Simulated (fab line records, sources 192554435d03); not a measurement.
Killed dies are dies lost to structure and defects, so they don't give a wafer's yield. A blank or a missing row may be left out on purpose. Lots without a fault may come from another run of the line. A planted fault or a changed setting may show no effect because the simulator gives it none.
One fault seen from 2 desks | flow n5_finfet | each desk has only its own numbers; what lay behind them comes last

THE TOOL OWNER'S DESK: rie_si-03
The tool's own readings at N5_PMOS_HMC_CHANNEL_EPI_FIN_RECESS_16 (chemistry HBr/Cl2, target Si, target depth 54 nm, time 18 s): means of the sampled wafers that have a number, for each lot that ran on this tool. A lot is out of limits, marked OUT, if its mean lies more than 4 standard deviations from the usual mean; the brackets give that distance.
Columns: A = drypump_motor_current_A at N5_PMOS_HMC_CHANNEL_EPI_FIN_RECESS_16, usual 6.0 A; B = oes_product_au at N5_PMOS_HMC_CHANNEL_EPI_FIN_RECESS_16, usual 1.000 a.u.; C = throttle_valve_pct at N5_PMOS_HMC_CHANNEL_EPI_FIN_RECESS_16, usual 35.48 %
lot  | first seen here | A   | B     | C
L201 | day 4 00:05     | 6.2 | 1.001 | 35.54
L205 | day 5 00:03     | 6.2 | 1.000 | 35.38
L206 | day 5 06:34     | 6.3 | 0.997 | 35.44
This desk's finding: nothing out of limits on any of the 3 lots.

THE METROLOGY DESK
What the gauges read, lot by lot, whatever tool the lot ran on: means of the sampled wafers that have a number. A lot is out of limits, marked OUT, if its mean lies more than 4 standard deviations from the usual mean; the brackets give that distance. Of its 12 readings 7 are shown: the one that was out of limits first, and those that lie furthest out on some lot.
Columns: A = HMC_CMP_THK at N5_PMOS_HMC_CHANNEL_EPI_THK_MEAS_22, usual 54.1 nm; B = CJ_P at N5_BEOL_M4_RC_MEAS_101, usual 5.77; C = ION_N at N5_BEOL_M4_RC_MEAS_101, usual 672 uA/um; D = ION_P at N5_BEOL_M4_RC_MEAS_101, usual 462 uA/um; E = SS_P at N5_BEOL_M4_RC_MEAS_101, usual 73.5 mV/dec; F = VT_N at N5_BEOL_M4_RC_MEAS_101, usual 250 mV; G = VT_P at N5_BEOL_M4_RC_MEAS_101, usual -250 mV
lot  | first seen here | A               | B    | C   | D   | E    | F   | G
L201 | day 4 01:55     | 54.2            | 5.80 | 661 | 456 | 73.2 | 253 | -252
L205 | day 5 02:47     | 49.5 (-5.3) OUT | 6.30 | 672 | 460 | 73.0 | 248 | -252
L206 | day 5 08:23     | 48.7 (-6.2) OUT | 6.32 | 671 | 457 | 73.2 | 252 | -251
L214 | day 7 08:29     | 54.1            | 5.85 | 687 | 471 | 72.9 | 247 | -246
This desk's finding: out of limits on L205, L206; first on L205, day 5 02:47 (HMC_CMP_THK at N5_PMOS_HMC_CHANNEL_EPI_THK_MEAS_22). In limits: L201, L214.

PUT TOGETHER
The metrology desk could have raised an alarm at day 5 02:47, on L205, L206.
The tool owner's desk saw nothing out of limits.
The tool owner's desk has L205, L206 on record, within its limits.
Of the lots named, all ran N5_PMOS_HMC_CHANNEL_EPI_FIN_RECESS_16 on rie_si-03.

WHAT THE SIMULATOR HAD PUT IN
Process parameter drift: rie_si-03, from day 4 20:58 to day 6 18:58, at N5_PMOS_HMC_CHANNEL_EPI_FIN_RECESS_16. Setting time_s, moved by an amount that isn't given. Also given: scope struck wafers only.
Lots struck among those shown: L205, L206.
Hours from the fault's start to each desk's first reading out of limits: the metrology desk, 6.
